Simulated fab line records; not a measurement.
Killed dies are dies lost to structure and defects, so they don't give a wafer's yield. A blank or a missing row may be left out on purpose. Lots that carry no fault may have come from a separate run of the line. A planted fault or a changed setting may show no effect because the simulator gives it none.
fab line records	flow n5-finfet
record lots=24	wafers=72	last-day=17
route steps=1938 shown BEOL_M5@1152 BEOL_M6@1197
lots untouched by any fault: they come from a run of this same line in which no faults occurred
start-h: the number of hours between the record's first day and the start of the first shown wafer of the lot	wait-h: how many hours have passed since the lot's step before this one	" same as the row above	L1.1+2: one row covering several wafers at once	- either no value or no given start	* or withheld: withheld	< > ~ a bound
route shown NAME@n: NAME is a module with steps in the file, n the number in the route of the first one	usual: average and standard deviation across the fault-free wafers	same: alike in all rows	chamber/n: place in a boat	sites: per-site readings	_std_site: the standard deviation of these	_edge_site: mean of outer sites minus mean of inner sites	radius-mm: how far each site lies from the wafer's centre	mask NAME#n: copy n	behind: tool/chamber where the wafer was last shaped	hold: the reason the lot was held/the length of the hold in hours/how it ended	device: transistor that didn't switch, given as n, p or np	end of line: the route-end tests of the same wafers	a step with no rows: only its recipe	killed: count of dies lost to structure and defects at first sort (not the wafer's yield)	map: shows each die of a wafer: x if killed, . if not, _ if none is there
set.NAME: the setting that was run; set.NAME@STEP: the one run at that earlier step	model.NAME: the simulator's own value behind a step, which no gauge read
route steps across a sampled set of lots; one table per step, one row per wafer
services: the hour from which a tool's chamber was out of use, counted from the record's first day as start-h (under 0 if before that day), plus the number of hours and why
## steps
# step N5_BEOL_M5_ETCH_75
# recipe chemistry=N2/H2	target=underlayer	target-depth-a=65	mask-material=CAR-EUV	time-s=5.2	ion-energy-ev=200	pressure-mtorr=30	source-w=840	bias-w=150	n2-flow-sccm=200	h2-flow-sccm=200	ends=cleared
# usual drypump-motor-current-A=5.48/0.25	etch-rf-on-time-s=5.20/0.12	oes-product-au=0.68/0.079	rf-fwd-power-W=819.5/2.2	rf-vpp-V=523.9/2.4	showerhead-plenum-p-Torr=2.54/0.078	throttle-valve-pct=17.80/0.25
lot.wafer	tool	chamber	start-h	wait-h	drypump-motor-current-A	etch-rf-on-time-s	oes-product-au	rf-fwd-power-W	rf-hours-counter-h	rf-vpp-V	showerhead-plenum-p-Torr	throttle-valve-pct
L074.1	rie-diel-02	2	172.51	0.0	5.85	5.18	0.72	817.9	74	525.2	2.58	17.34
L074.2	"	0	"	"	5.12	5.12	0.58	818.2	230	525.9	2.62	18.07
L074.5	"	3	"	"	5.33	5.21	0.66	821.9	-	521.3	2.43	17.87
L075.1	rie-diel-01	3	175.61	0.0	5.16	5.39	0.72	820.0	53	525.8	2.57	17.86
L075.2	"	0	"	"	5.42	5.16	0.66	816.9	151	520.1	2.43	17.87
L075.3	"	2	"	"	5.68	5.25	0.58	820.8	232	525.8	2.60	18.24
L076.1	rie-diel-02	0	178.26	0.0	5.12	5.17	0.59	823.0	232	523.3	2.61	18.05
L076.2	"	2	"	"	5.81	5.21	0.71	818.2	75	524.9	2.58	17.33
L076.4	"	1	"	"	5.69	5.02	0.73	817.8	60	522.3	2.48	17.84
L077.2	rie-diel-06	3	181.55	0.0	5.88	5.02	0.74	817.3	68	526.8	2.68	17.39
L077.3	"	2	"	"	5.41	5.02	0.63	819.2	180	527.1	2.65	17.84
L077.5	"	1	"	"	5.29	5.16	0.58	818.7	-	523.9	2.51	18.02
L078.2	rie-diel-02	0	194.56	0.0	5.10	5.18	0.58	815.2	238	528.0	2.61	18.07
L078.3	"	2	"	"	5.87	5.22	0.70	820.0	81	524.1	2.58	17.33
L078.6	"	3	"	"	5.31	5.28	0.64	821.5	-	522.2	2.43	17.85
L079.1	rie-diel-01	3	197.08	0.0	5.16	5.37	0.72	817.0	59	525.5	2.57	17.88
L079.4	"	1	"	"	5.50	5.14	0.83	821.7	5	526.3	2.61	17.35
L079.6	"	0	"	"	5.44	5.27	0.65	819.4	-	520.2	2.43	17.89
L080.4	rie-diel-01	3	200.75	0.0	5.16	5.47	0.71	825.7	60	525.4	2.57	17.89
L080.5	"	0	"	"	5.43	5.27	0.65	815.4	-	522.4	2.43	17.91
L080.6	"	3	"	"	5.15	5.45	0.70	825.6	-	524.7	2.57	17.89
L081.3	rie-diel-02	2	210.24	0.0	5.85	5.23	0.71	820.3	86	523.4	2.57	17.34
L081.4	"	3	"	"	5.32	5.31	0.65	818.0	165	517.7	2.43	17.88
L081.5	"	3	"	"	5.33	5.31	0.64	821.1	-	523.1	2.43	17.87
L082.1	rie-diel-06	3	216.11	0.0	5.88	5.08	0.73	818.6	78	528.9	2.68	17.39
L082.2	"	2	"	"	5.40	5.07	0.62	820.4	190	526.1	2.64	17.88
L082.6	"	2	"	"	5.41	5.10	0.62	818.4	-	526.9	2.64	17.87
L083.2	rie-diel-01	3	220.55	0.0	5.16	5.44	0.70	822.0	67	524.0	2.57	17.92
L083.4	"	0	"	"	5.43	5.33	0.63	821.7	166	521.4	2.43	17.92
L083.6	"	3	"	"	5.17	5.44	0.70	821.6	-	523.8	2.57	17.87
L084.1	rie-diel-01	1	222.71	0.0	5.46	5.17	0.82	824.2	13	524.7	2.60	17.34
L084.2	"	3	"	"	5.15	5.38	0.69	821.3	67	524.1	2.57	17.88
L084.6	"	0	"	"	5.43	5.26	0.63	822.5	-	521.4	2.43	17.94
L085.1	rie-diel-01	3	237.91	0.0	5.16	5.42	0.70	823.1	72	523.8	2.57	17.90
L085.5	"	3	"	"	5.13	5.41	0.71	816.5	-	523.3	2.57	17.88
L085.6	"	1	"	"	5.48	5.11	0.81	819.8	-	525.6	2.60	17.39
L086.1	rie-diel-06	3	246.24	0.0	5.88	5.11	0.71	820.0	87	526.6	2.67	17.42
L086.2	"	0	"	"	5.81	5.34	0.58	817.0	248	522.7	2.51	18.13
L086.4	"	2	"	"	5.42	5.04	0.62	816.7	199	525.8	2.64	17.88
L087.1	rie-diel-02	1	253.67	0.0	5.68	5.08	0.70	818.6	82	521.2	2.47	17.84
L087.5	"	0	"	"	5.14	5.06	0.83	819.8	-	526.1	2.61	17.64
L087.6	"	1	"	"	5.68	5.04	0.70	819.8	-	520.0	2.47	17.84
L089.1	rie-diel-01	3	253.93	0.0	5.15	5.38	0.69	818.5	78	526.2	2.56	17.91
L089.3	"	0	"	"	5.41	5.16	0.64	818.5	176	520.5	2.42	17.95
L089.4	"	3	"	"	5.16	5.42	0.69	820.1	-	524.4	2.56	17.90
L088.1	rie-diel-01	1	275.48	0.0	5.48	5.19	0.78	820.3	29	526.6	2.59	17.41
L088.4	"	3	"	"	5.16	5.46	0.68	820.7	84	522.9	2.56	17.90
L088.5	"	2	"	"	5.77	5.16	0.81	820.3	-	527.0	2.59	17.86
L090.3	rie-diel-02	2	285.30	0.0	5.88	5.26	0.67	819.7	109	525.4	2.56	17.38
L090.5	"	0	"	"	5.12	5.08	0.79	819.7	-	527.8	2.60	17.65
L090.6	"	3	"	"	5.32	5.35	0.63	818.9	-	521.8	2.42	17.94
L092.2	rie-diel-02	0	285.82	0.0	5.10	5.03	0.79	817.9	12	525.8	2.60	17.65
L092.4	"	3	"	"	5.34	5.26	0.64	814.4	188	521.8	2.42	17.91
L092.6	"	0	"	"	5.11	5.07	0.79	817.1	-	524.8	2.60	17.64
L091.1	rie-diel-06	3	286.03	0.0	5.91	5.10	0.70	822.3	100	526.4	2.67	17.42
L091.4	"	3	"	"	5.94	5.11	0.71	821.2	-	527.9	2.67	17.45
L091.5	"	0	"	"	5.82	5.11	0.85	818.2	-	522.8	2.51	17.69
L093.1	rie-diel-06	3	306.33	0.0	5.90	5.10	0.70	817.8	106	525.6	2.66	17.44
L093.4	"	2	"	"	5.43	5.08	0.60	814.9	218	526.0	2.63	17.93
L093.6	"	2	"	"	5.45	5.09	0.61	816.4	-	525.0	2.63	17.89
L094.1	rie-diel-01	2	306.38	0.0	5.73	5.18	0.78	818.1	13	527.7	2.59	17.87
L094.2	"	1	"	"	5.45	5.16	0.78	820.3	38	525.6	2.59	17.42
L094.6	"	0	"	"	5.43	5.26	0.63	818.2	-	520.3	2.42	17.98
L097.1	rie-diel-02	2	315.69	0.0	5.83	5.19	0.67	819.2	119	521.7	2.56	17.39
L097.2	"	1	"	"	5.66	5.06	0.68	818.9	103	520.2	2.46	17.88
L097.3	"	3	"	"	5.34	5.32	0.62	817.6	197	521.6	2.42	17.92
L095.3	rie-diel-01	2	315.87	0.0	5.75	5.14	0.79	814.2	16	524.9	2.59	17.84
L095.5	"	3	"	"	5.16	5.44	0.67	817.5	-	523.6	2.55	17.96
L095.6	"	2	"	"	5.73	5.17	0.78	820.3	-	524.5	2.59	17.82
L096.1	rie-diel-06	3	322.00	0.0	5.90	5.11	0.69	817.3	111	525.1	2.66	17.45
L096.4	"	2	"	"	5.46	5.14	0.59	820.9	223	524.9	2.63	17.93
L096.6	"	1	"	"	5.31	5.21	0.57	820.9	-	523.2	2.50	18.05
# step N5_BEOL_M5_DEGAS_44
# recipe ambient=vacuum	temp-c=250	time-s=60
# usual heater-power-w=333/27
lot.wafer	tool	chamber	start-h	wait-h	heater-power-w
L074.1	pvd-sputter-01	-	173.51	0.4	356
L074.2	"	-	"	"	319
L074.5	"	-	"	"	356
L075.1	pvd-sputter-02	-	176.76	0.4	302
L075.2	"	-	"	"	307
L075.3	"	-	"	"	363
L076.1	pvd-sputter-03	-	179.52	0.6	346
L076.2	"	-	"	"	378
L076.4	"	-	"	"	379
L077.2	pvd-sputter-01	-	182.93	0.7	326
L077.3	"	-	"	"	313
L077.5	"	-	"	"	304
L078.2	pvd-sputter-03	-	195.61	0.4	362
L078.3	"	-	"	"	354
L078.6	"	-	"	"	299
L079.1	pvd-sputter-01	-	198.34	0.4	309
L079.4	"	-	"	"	338
L079.6	"	-	"	"	317
L080.4	pvd-sputter-02	-	201.91	0.4	308
L080.5	"	-	"	"	313
L080.6	"	-	"	"	310
L081.3	pvd-sputter-03	-	211.50	0.5	364
L081.4	"	-	"	"	347
L081.5	"	-	"	"	375
L082.1	pvd-sputter-02	-	217.24	0.5	357
L082.2	"	-	"	"	308
L082.6	"	-	"	"	302
L083.2	pvd-sputter-03	-	223.25	1.9	364
L083.4	"	-	"	"	359
L083.6	"	-	"	"	310
L084.1	pvd-sputter-03	-	223.69	0.3	347
L084.2	"	-	"	"	377
L084.6	"	-	"	"	377
L085.1	pvd-sputter-02	-	239.08	0.5	306
L085.5	"	-	"	"	311
L085.6	"	-	"	"	341
L086.1	pvd-sputter-01	-	247.46	0.6	352
L086.2	"	-	"	"	308
L086.4	"	-	"	"	313
L087.1	pvd-sputter-02	-	254.62	0.3	301
L087.5	"	-	"	"	309
L087.6	"	-	"	"	354
L089.1	pvd-sputter-02	-	254.94	0.3	306
L089.3	"	-	"	"	302
L089.4	"	-	"	"	349
L088.1	pvd-sputter-03	-	277.96	1.5	350
L088.4	"	-	"	"	385
L088.5	"	-	"	"	307
L090.3	pvd-sputter-02	-	286.21	0.2	303
L090.5	"	-	"	"	307
L090.6	"	-	"	"	302
L092.2	pvd-sputter-01	-	287.37	0.9	318
L092.4	"	-	"	"	333
L092.6	"	-	"	"	322
L091.1	pvd-sputter-01	-	287.61	0.9	357
L091.4	"	-	"	"	321
L091.5	"	-	"	"	323
L093.1	pvd-sputter-02	-	307.45	0.5	314
L093.4	"	-	"	"	300
L093.6	"	-	"	"	311
L094.1	pvd-sputter-01	-	307.48	0.5	356
L094.2	"	-	"	"	317
L094.6	"	-	"	"	313
L097.1	pvd-sputter-03	-	316.87	0.6	382
L097.2	"	-	"	"	361
L097.3	"	-	"	"	309
L095.3	pvd-sputter-03	-	317.11	0.4	386
L095.5	"	-	"	"	358
L095.6	"	-	"	"	369
L096.1	pvd-sputter-03	-	323.03	0.4	346
L096.4	"	-	"	"	352
L096.6	"	-	"	"	302
# step N5_BEOL_M6_PECVD_70
# recipe material=SiO2	target-thk-a=200	temp-c=400	precursor=TEOS/O2	pressure-torr=5.5	rf-w=450	teos-flow-sccm=53.8	gas=O2	flow-sccm=3000	time-s=22.7
# usual heater-power-w=743/130	rf-fwd-power-W=445.3/1.6	showerhead-plenum-p-Torr=8.79/0.049	throttle-valve-pct=22.0/1.3
lot.wafer	tool	chamber	start-h	wait-h	heater-power-w	rf-fwd-power-W	showerhead-plenum-p-Torr	throttle-valve-pct
L074.1	pecvd-03	2	180.91	0.0	806	445.8	8.78	21.1
L074.2	"	1	"	"	820	445.5	8.72	23.3
L074.5	"	1	"	"	818	446.3	8.71	23.5
L075.1	pecvd-01	1	183.80	0.0	957	445.0	8.75	23.1
L075.2	"	0	"	"	771	443.5	8.77	22.6
L075.3	"	2	"	"	547	444.9	8.81	21.7
L076.1	pecvd-02	2	186.49	0.0	910	446.1	8.80	19.7
L076.2	"	1	"	"	647	445.5	8.79	22.9
L076.4	"	1	"	"	654	445.3	8.80	23.1
L077.2	pecvd-02	2	190.79	0.0	807	445.5	8.78	20.0
L077.3	"	1	"	"	706	443.1	8.81	23.1
L077.5	"	1	"	"	710	444.9	8.81	23.3
L078.2	pecvd-02	1	202.57	0.0	653	444.7	8.82	23.2
L078.3	"	0	"	"	558	446.4	8.87	22.3
L078.6	"	1	"	"	637	443.9	8.77	23.2
L079.1	pecvd-01	0	207.55	0.0	773	444.3	8.77	22.7
L079.4	"	1	"	"	890	446.4	8.75	23.1
L079.6	"	2	"	"	605	446.2	8.81	21.9
L080.4	pecvd-01	1	208.93	0.1	870	449.1	8.75	22.9
L080.5	"	2	"	"	596	445.9	8.81	22.1
L080.6	"	0	"	"	780	445.3	8.77	22.3
L081.3	pecvd-02	1	218.45	0.0	620	444.1	8.80	23.0
L081.4	"	1	"	"	597	443.4	8.81	22.8
L081.5	"	0	"	"	597	446.6	8.88	22.5
L082.1	pecvd-02	1	224.24	0.0	650	441.4	8.82	23.1
L082.2	"	0	"	"	491	447.2	8.85	22.1
L082.6	"	0	"	"	486	447.3	8.86	22.1
L083.2	pecvd-01	1	229.93	0.0	945	447.8	8.77	23.1
L083.4	"	1	"	"	924	448.0	8.76	23.0
L083.6	"	2	"	"	583	445.0	8.80	21.7
L084.1	pecvd-03	0	230.38	0.0	689	445.3	8.87	21.9
L084.2	"	1	"	"	897	444.9	8.73	23.3
L084.6	"	1	"	"	906	444.7	8.71	23.3
L085.1	pecvd-02	2	247.76	0.0	938	446.2	8.79	19.9
L085.5	"	0	"	"	578	445.5	8.87	22.2
L085.6	"	1	"	"	708	443.3	8.82	23.1
L086.1	pecvd-02	1	256.22	0.0	651	444.1	8.81	23.0
L086.2	"	2	"	"	907	444.8	8.79	19.6
L086.4	"	0	"	"	518	444.0	8.83	22.4
L087.1	pecvd-01	0	261.34	0.0	758	442.8	8.76	22.5
L087.5	"	0	"	"	794	443.7	8.77	22.8
L087.6	"	1	"	"	804	445.2	8.79	23.2
L089.1	pecvd-01	1	262.43	0.0	874	446.7	8.78	23.3
L089.3	"	0	"	"	749	443.2	8.79	22.8
L089.4	"	0	"	"	729	445.3	8.78	22.5
L088.1	pecvd-03	1	284.71	0.0	877	445.5	8.72	23.4
L088.4	"	2	"	"	698	445.3	8.75	19.5
L088.5	"	1	"	"	862	443.4	8.72	23.6
L090.3	pecvd-01	0	292.88	0.0	790	445.2	8.76	22.4
L090.5	"	1	"	"	937	442.9	8.77	23.1
L090.6	"	0	"	"	771	445.7	8.77	22.8
L092.2	pecvd-03	1	294.13	0.0	944	445.3	8.73	23.8
L092.4	"	2	"	"	700	444.4	8.76	19.8
L092.6	"	1	"	"	938	446.8	8.69	23.1
L091.1	pecvd-03	1	294.77	0.0	972	443.3	8.74	23.0
L091.4	"	0	"	"	685	446.0	8.88	22.0
L091.5	"	1	"	"	975	445.8	8.74	23.3
L093.1	pecvd-02	1	314.18	0.0	605	443.0	8.81	23.1
L093.4	"	0	"	"	528	445.7	8.87	22.3
L093.6	"	1	"	"	610	443.1	8.77	23.3
L094.1	pecvd-03	0	314.21	0.0	713	446.4	8.90	22.1
L094.2	"	2	"	"	795	444.9	8.76	19.7
L094.6	"	0	"	"	575	446.5	8.88	22.0
L097.1	pecvd-02	2	323.89	0.0	797	445.7	8.76	20.1
L097.2	"	0	"	"	607	446.2	8.84	22.4
L097.3	"	1	"	"	651	443.7	8.77	23.3
L095.3	pecvd-03	1	323.92	0.0	873	446.9	8.70	23.3
L095.5	"	1	"	"	868	446.2	8.73	23.4
L095.6	"	0	"	"	614	446.2	8.89	22.1
L096.1	pecvd-03	2	329.99	0.0	731	443.4	8.76	19.7
L096.4	"	0	"	"	645	446.3	8.87	22.2
L096.6	"	2	"	"	747	446.3	8.75	20.0
# step N5_BEOL_M6_HM_DEP_02
# recipe material=TiN	target-thk-a=200	temp-c=25	chamber-pressure-pa=0.49996
# usual substrate-temp-c=25.01/0.11	throttle-valve-pct=29.9/1.1
lot.wafer	tool	chamber	start-h	wait-h	substrate-temp-c	throttle-valve-pct
L074.1	pvd-sputter-02	-	182.54	1.6	24.96	30.3
L074.2	"	-	"	"	25.06	28.9
L074.5	"	-	"	"	25.10	28.9
L075.1	pvd-sputter-03	-	184.97	1.2	24.87	31.0
L075.2	"	-	"	"	25.22	29.7
L075.3	"	-	"	"	24.91	32.2
L076.1	pvd-sputter-03	-	188.15	1.6	24.87	32.0
L076.2	"	-	"	"	24.99	30.7
L076.4	"	-	"	"	24.92	29.7
L077.2	pvd-sputter-01	-	191.41	0.6	24.80	30.3
L077.3	"	-	"	"	24.95	29.8
L077.5	"	-	"	"	24.94	30.4
L078.2	pvd-sputter-03	-	205.80	3.2	25.15	31.8
L078.3	"	-	"	"	24.97	30.5
L078.6	"	-	"	"	24.84	30.0
L079.1	pvd-sputter-02	-	208.01	0.4	24.99	28.0
L079.4	"	-	"	"	25.16	29.1
L079.6	"	-	"	"	25.09	28.9
L080.4	pvd-sputter-01	-	209.78	0.8	24.98	29.6
L080.5	"	-	"	"	24.94	29.4
L080.6	"	-	"	"	25.09	30.2
L081.3	pvd-sputter-03	-	220.38	1.9	24.93	30.0
L081.4	"	-	"	"	25.06	31.8
L081.5	"	-	"	"	25.11	29.7
L082.1	pvd-sputter-02	-	228.20	3.9	24.90	28.9
L082.2	"	-	"	"	25.01	29.1
L082.6	"	-	"	"	25.06	28.6
L083.2	pvd-sputter-03	-	231.62	1.7	25.10	30.9
L083.4	"	-	"	"	25.04	31.9
L083.6	"	-	"	"	25.19	30.8
L084.1	pvd-sputter-03	-	231.72	1.3	25.11	29.8
L084.2	"	-	"	"	24.89	32.0
L084.6	"	-	"	"	24.98	29.8
L085.1	pvd-sputter-01	-	249.70	1.9	25.08	30.2
L085.5	"	-	"	"	25.10	30.5
L085.6	"	-	"	"	25.06	30.3
L086.1	pvd-sputter-01	-	260.59	4.4	25.06	30.5
L086.2	"	-	"	"	24.89	29.5
L086.4	"	-	"	"	25.08	30.7
L087.1	pvd-sputter-02	-	261.63	0.3	25.03	28.1
L087.5	"	-	"	"	25.09	28.0
L087.6	"	-	"	"	24.92	28.7
L089.1	pvd-sputter-01	-	263.85	1.4	25.13	30.7
L089.3	"	-	"	"	25.19	30.4
L089.4	"	-	"	"	25.01	30.0
L088.1	pvd-sputter-02	-	285.97	1.2	25.10	28.0
L088.4	"	-	"	"	25.14	30.5
L088.5	"	-	"	"	25.05	28.7
L090.3	pvd-sputter-02	-	293.49	0.6	24.95	30.6
L090.5	"	-	"	"	24.97	27.9
L090.6	"	-	"	"	24.94	30.5
L092.2	pvd-sputter-03	-	295.65	1.5	25.17	29.8
L092.4	"	-	"	"	24.87	32.1
L092.6	"	-	"	"	24.96	32.0
L091.1	pvd-sputter-03	-	295.75	1.0	24.88	29.8
L091.4	"	-	"	"	24.94	31.9
L091.5	"	-	"	"	24.98	30.6
L093.1	pvd-sputter-03	-	315.95	1.8	25.13	30.9
L093.4	"	-	"	"	24.78	31.8
L093.6	"	-	"	"	25.28	30.9
L094.1	pvd-sputter-03	-	316.09	1.9	25.08	30.0
L094.2	"	-	"	"	25.15	32.0
L094.6	"	-	"	"	24.93	30.0
L097.1	pvd-sputter-02	-	325.88	2.0	25.07	29.2
L097.2	"	-	"	"	24.96	28.7
L097.3	"	-	"	"	24.88	28.1
L095.3	pvd-sputter-02	-	325.98	2.0	25.18	28.8
L095.5	"	-	"	"	25.01	29.0
L095.6	"	-	"	"	25.27	29.1
L096.1	pvd-sputter-02	-	330.05	0.0	24.95	30.4
L096.4	"	-	"	"	24.95	29.0
L096.6	"	-	"	"	24.97	29.2
# step N5_BEOL_M6_STRIP_80
# recipe chemistry=N2/H2	time-s=10	power-w=450	temp-c=40	pressure-mtorr=20	rf-frequency-hz=6e+07	bias-power-w=7	n2-flow-sccm=200	h2-flow-sccm=200
# usual drypump-motor-current-A=5.9/0.49	oes-product-au=0.78/0.11	rf-vpp-V=59.0/0.85	showerhead-plenum-p-Torr=2.54/0.093	throttle-valve-pct=23.59/0.28
lot.wafer	tool	chamber	start-h	wait-h	drypump-motor-current-A	oes-product-au	rf-hours-counter-h	rf-vpp-V	showerhead-plenum-p-Torr	throttle-valve-pct
L074.1	rie-diel-04	0	-	-	6.6	0.70	206	59.0	2.62	23.36
L074.2	"	3	"	"	6.1	0.80	122	58.3	2.45	23.48
L074.5	"	1	"	"	6.1	0.68	-	58.8	2.61	23.27
L075.1	rie-diel-05	2	-	-	6.0	0.68	243	59.8	2.40	23.95
L075.2	"	0	"	"	5.9	0.68	238	57.7	2.41	23.61
L075.3	"	3	"	"	6.1	0.71	229	60.3	2.60	23.25
L076.1	rie-diel-05	0	-	-	5.8	0.67	240	58.8	2.41	23.58
L076.2	"	1	"	"	5.0	0.72	194	58.6	2.52	23.50
L076.4	"	2	"	"	6.0	0.68	244	57.5	2.40	23.95
L077.2	rie-diel-05	0	-	-	5.8	0.67	241	58.9	2.41	23.59
L077.3	"	3	"	"	6.2	0.70	232	59.0	2.60	23.27
L077.5	"	2	"	"	6.0	0.68	-	58.4	2.40	23.96
L078.2	rie-diel-03	3	-	-	5.5	0.87	53	58.8	2.49	23.65
L078.3	"	2	"	"	6.0	0.71	235	59.0	2.61	24.35
L078.6	"	1	"	"	6.5	0.85	-	57.4	2.48	23.36
L079.1	rie-diel-05	3	-	-	6.1	0.69	237	59.3	2.60	23.27
L079.4	"	1	"	"	5.0	0.70	-	58.5	2.52	23.52
L079.6	"	0	"	"	5.9	0.66	-	60.0	2.41	23.57
L080.4	rie-diel-03	1	-	-	6.6	0.85	73	60.0	2.47	23.37
L080.5	"	0	"	"	5.4	0.71	-	58.7	2.50	23.58
L080.6	"	1	"	"	6.6	0.84	-	59.2	2.47	23.37
L081.3	rie-diel-03	1	-	-	6.6	0.84	77	57.9	2.47	23.38
L081.4	"	2	"	"	6.0	0.70	240	58.1	2.60	24.37
L081.5	"	3	"	"	5.5	0.86	-	59.1	2.48	23.65
L082.1	rie-diel-04	0	-	-	6.6	0.69	221	58.1	2.61	23.35
L082.2	"	2	"	"	6.4	0.70	233	58.8	2.51	23.92
L082.6	"	2	"	"	6.4	0.70	-	59.2	2.51	23.93
L083.2	rie-diel-05	3	-	-	6.2	0.70	248	60.7	2.59	23.27
L083.4	"	3	"	"	6.1	0.69	-	58.1	2.59	23.27
L083.6	"	1	"	"	5.0	0.70	-	59.0	2.52	23.52
L084.1	rie-diel-04	0	-	-	6.6	0.68	222	58.6	2.61	23.37
L084.2	"	2	"	"	6.4	0.69	235	59.6	2.51	23.94
L084.6	"	0	"	"	6.6	0.69	-	59.1	2.61	23.37
L085.1	rie-diel-05	2	-	-	6.0	0.96	12	59.6	2.71	23.71
L085.5	"	3	"	"	6.1	0.68	-	58.2	2.59	23.28
L085.6	"	1	"	"	5.0	0.69	-	60.1	2.51	23.55
L087.1	rie-diel-05	1	-	-	5.0	0.69	226	59.5	2.51	23.54
L087.5	"	2	"	"	6.0	0.94	-	60.8	2.71	23.72
L087.6	"	3	"	"	6.2	0.67	-	60.9	2.59	23.30
L086.1	rie-diel-03	3	-	-	5.5	0.84	73	59.7	2.48	23.66
L086.2	"	0	"	"	5.3	0.69	221	60.8	2.49	23.60
L086.4	"	3	"	"	5.5	0.84	-	59.2	2.48	23.67
L089.1	rie-diel-05	2	-	-	5.9	0.96	17	60.7	2.71	23.72
L089.3	"	3	"	"	6.1	0.68	261	57.9	2.59	23.31
L089.4	"	0	"	"	5.8	1.00	0	59.3	2.73	23.21
L088.1	rie-diel-05	0	-	-	5.8	0.93	11	60.2	2.72	23.24
L088.4	"	2	"	"	6.0	0.93	-	59.3	2.71	23.74
L088.5	"	0	"	"	5.9	0.95	-	59.8	2.72	23.25
L090.3	rie-diel-04	2	-	-	6.4	0.98	2	58.7	2.50	23.61
L090.5	"	3	"	"	6.1	0.75	-	58.5	2.43	23.53
L090.6	"	2	"	"	6.4	0.97	-	60.1	2.50	23.62
L092.2	rie-diel-05	0	-	-	5.9	0.94	13	59.5	2.72	23.22
L092.4	"	0	"	"	5.9	0.93	-	58.8	2.72	23.23
L092.6	"	1	"	"	5.0	0.68	-	60.1	2.50	23.56
L091.1	rie-diel-03	0	-	-	5.4	0.68	232	59.8	2.49	23.61
L091.4	"	2	"	"	6.0	0.95	10	58.8	2.60	24.17
L091.5	"	0	"	"	5.4	0.69	-	58.2	2.49	23.59
L093.1	rie-diel-03	3	-	-	5.5	0.82	91	57.8	2.47	23.69
L093.4	"	2	"	"	6.0	0.93	19	59.6	2.59	24.21
L093.6	"	3	"	"	5.5	0.81	-	58.1	2.47	23.69
L094.1	rie-diel-03	3	-	-	5.5	0.82	91	57.8	2.47	23.69
L094.2	"	0	"	"	5.4	0.68	240	59.5	2.48	23.62
L094.6	"	0	"	"	5.4	0.68	-	58.2	2.48	23.63
L097.1	rie-diel-03	1	-	-	6.6	0.80	110	57.6	2.46	23.43
L097.2	"	2	"	"	5.9	0.92	21	59.2	2.59	24.20
L097.3	"	3	"	"	5.5	0.82	93	58.9	2.47	23.69
L095.3	rie-diel-03	3	-	-	5.5	0.82	93	58.7	2.47	23.70
L095.5	"	3	"	"	5.5	0.82	-	58.5	2.47	23.70
L095.6	"	0	"	"	5.3	0.67	-	60.0	2.48	23.64
L096.1	rie-diel-05	2	-	-	6.0	0.90	44	59.6	2.70	23.75
L096.4	"	0	"	"	5.9	0.90	-	60.0	2.71	23.26
L096.6	"	2	"	"	5.9	0.90	-	60.8	2.70	23.78
# step N5_BEOL_M6_OCD_MEAS_38
# usual trench-depth-nm=94.1/2.2
lot.wafer	tool	chamber	start-h	wait-h	trench-depth-nm
L074.1	ocd-02	-	184.80	-	91.6
L074.2	"	-	"	"	94.0
L074.5	"	-	"	"	94.1
L075.1	ocd-02	-	188.76	-	92.8
L075.2	"	-	"	"	93.0
L075.3	"	-	"	"	92.0
L076.1	ocd-02	-	191.10	-	91.8
L076.2	"	-	"	"	92.0
L076.4	"	-	"	"	92.5
L077.2	ocd-01	-	194.57	-	92.2
L077.3	"	-	"	"	92.0
L077.5	"	-	"	"	92.2
L078.2	ocd-01	-	207.58	-	97.7
L078.3	"	-	"	"	93.7
L078.6	"	-	"	"	97.1
L079.1	ocd-01	-	210.92	-	92.5
L079.4	"	-	"	"	91.1
L079.6	"	-	"	"	91.9
L080.4	ocd-01	-	212.31	-	95.5
L080.5	"	-	"	"	92.6
L080.6	"	-	"	"	96.6
L081.3	ocd-02	-	222.98	-	97.4
L081.4	"	-	"	"	93.0
L081.5	"	-	"	"	97.1
L082.1	ocd-01	-	231.44	-	91.0
L082.2	"	-	"	"	93.2
L082.6	"	-	"	"	93.0
L083.2	ocd-01	-	234.23	-	93.7
L083.4	"	-	"	"	92.8
L083.6	"	-	"	"	93.5
L084.1	ocd-01	-	234.44	-	91.8
L084.2	"	-	"	"	93.3
L084.6	"	-	"	"	90.8
L085.1	ocd-01	-	254.05	-	97.1
L085.5	"	-	"	"	92.5
L085.6	"	-	"	"	92.2
L087.1	ocd-01	-	265.40	-	92.7
L087.5	"	-	"	"	96.7
L087.6	"	-	"	"	91.3
L086.1	ocd-01	-	265.84	-	95.8
L086.2	"	-	"	"	91.6
L086.4	"	-	"	"	94.8
L089.1	ocd-02	-	265.84	-	96.3
L089.3	"	-	"	"	90.0
L089.4	"	-	"	"	94.0
L088.1	ocd-01	-	292.11	-	97.1
L088.4	"	-	"	"	96.6
L088.5	"	-	"	"	97.3
L090.3	ocd-02	-	295.58	-	94.8
L090.5	"	-	"	"	91.9
L090.6	"	-	"	"	94.9
L092.2	ocd-02	-	298.47	-	97.4
L092.4	"	-	"	"	97.1
L092.6	"	-	"	"	91.1
L091.1	ocd-01	-	298.89	-	92.4
L091.4	"	-	"	"	95.5
L091.5	"	-	"	"	93.0
L093.1	ocd-02	-	322.51	-	95.8
L093.4	"	-	"	"	96.0
L093.6	"	-	"	"	97.3
L094.1	ocd-01	-	322.90	-	96.9
L094.2	"	-	"	"	93.5
L094.6	"	-	"	"	93.9
L097.1	ocd-01	-	329.21	-	96.1
L097.2	"	-	"	"	96.0
L097.3	"	-	"	"	96.3
L095.3	ocd-02	-	329.61	-	96.2
L095.5	"	-	"	"	96.1
L095.6	"	-	"	"	93.4
L096.1	ocd-02	-	333.52	-	97.8
L096.4	"	-	"	"	96.7
L096.6	"	-	"	"	97.2
## services
tool	chamber	start-h	hours	kind
rie-diel-01	2	164.28	2.8	repair
rie-diel-05	-	172.74	15.6	pm
pecvd-03	0	179.45	4.6	repair
rie-diel-05	2	209.68	-	clean
rie-diel-05	2	209.68	-	consumable-replace:focus-ring
rie-diel-05	2	209.68	-	consumable-replace:showerhead
rie-diel-05	2	209.68	16.3	scheduled-down
rie-diel-04	-	223.43	2.3	repair
pvd-sputter-03	-	235.09	39.9	repair
rie-diel-01	2	235.33	5.0	repair
rie-diel-03	1	242.80	8.4	repair
rie-diel-02	1	243.32	8.0	repair
pecvd-01	-	245.54	0.4	repair
rie-diel-04	3	254.77	12.9	repair
pecvd-02	2	257.54	8.1	repair
pecvd-02	-	258.78	6.9	repair
pecvd-02	-	276.17	1.1	repair
pecvd-03	-	307.04	2.8	pm
pecvd-02	-	308.00	1.4	repair
rie-diel-03	3	308.90	6.4	repair
rie-diel-01	1	313.05	21.1	repair
rie-diel-04	3	323.50	7.8	repair
rie-diel-04	0	329.44	10.8	repair
rie-diel-03	0	331.16	12.6	repair
## key
fault none
